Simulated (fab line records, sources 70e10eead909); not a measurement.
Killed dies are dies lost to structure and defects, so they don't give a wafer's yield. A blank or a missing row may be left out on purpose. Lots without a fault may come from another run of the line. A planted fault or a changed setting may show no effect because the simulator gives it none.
Problem report in the 8D (eight disciplines) form, filled by code | flow nand_harc | the parts of the form that need people (team, actions taken, sign-off) are left out

1. THE PROBLEM
run_length_s at NHARC_A_WL_FILL_ETCHBACK_26 reads a mean of 28.5 s on 2 wafers of 2 lots; wafers without a fault read 34.6 s with a standard deviation of 0.4. That is -15 standard deviations from the usual mean.
The step: etches the open film in HBr, target depth 52 nm, time 13.3 s.
First seen on wafer L113.3, day 26 00:02, on rie_si-01. The record holds 16 wafers of 6 lots with a number at this step. Rule for "out", or "out of limits": more than 4 standard deviations from the usual mean. The other wafers with a number count as sound.

2. WHAT IT IS AND WHAT IT IS NOT
question                    | is                | is not
which readings at this step | run_length_s      | oes_product_au, throttle_valve_pct
which lots                  | L113, L114        | L100, L120, L121, L122
which wafers of those lots  | L113.3, L114.3    | L113.5, L114.1
read on which tools         | rie_si-01         | rie_si-02, rie_si-05
when                        | from day 26 00:02 | up to then (4 sound wafers); but 10 sound wafers of L114, L120, L121, L122 came after

3. SUSPECTS, AND WHAT RULES EACH OUT
Counting: a tool at a process step up to the reading stays a suspect if it ran every lot that is out. Sound lots after the first of them don't rule it out here, since some wafers of a struck lot are sound.
- rie_metal-03 at NHARC_A_WL_FILL_ETCHBACK_17 (etches the open film in Cl2/BCl3, target depth 4 nm, time 26.7 s): kept. It ran every lot that is out, first L113 (day 25 18:55).
- rie_si-01 at NHARC_A_WL_FILL_ETCHBACK_26 (etches the open film in HBr, target depth 52 nm, time 13.3 s): kept. It ran every lot that is out, first L113 (day 26 00:02). Its own readings are out on those wafers: run_length_s.
Left after counting: rie_metal-03 at NHARC_A_WL_FILL_ETCHBACK_17, rie_si-01 at NHARC_A_WL_FILL_ETCHBACK_26.

4. THE CAUSE (what the simulator had put in)
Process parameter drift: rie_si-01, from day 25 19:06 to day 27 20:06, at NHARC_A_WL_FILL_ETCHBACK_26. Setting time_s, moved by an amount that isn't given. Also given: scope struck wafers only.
Counting left 2 suspects, and this tool is among them.

5. THE CHAIN OF EFFECTS, in route order
Each row: a reading whose mean over the struck wafers that have a number lies more than 3 standard deviations from the usual. Only readings for which the record gives a usual standard deviation are gone through. hours: the time from each lot's start at the first step in this table that gives one to its start at this step, as a median over the lots. sigmas: the change in usual standard deviations.
hours | step                        | reading         | usual  | on struck wafers | change | sigmas
0     | NHARC_A_WL_FILL_ETCHBACK_26 | run_length_s    | 34.6 s | 28.5             | -6.1   | -15
84    | NHARC_END_SORT_01           | killed_at_array | 62     | 113              | +51    | +3.2
84    | NHARC_END_SORT_01           | killed_dies     | 67     | 117              | +50    | +3.1
The process steps in it:
- NHARC_A_WL_FILL_ETCHBACK_26: etches the open film in HBr, target depth 52 nm, time 13.3 s.

6. WHAT WOULD HAVE CAUGHT IT SOONER
In this record the first reading out of limits was taken at day 26 00:02, 5 hours after the fault began at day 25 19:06.
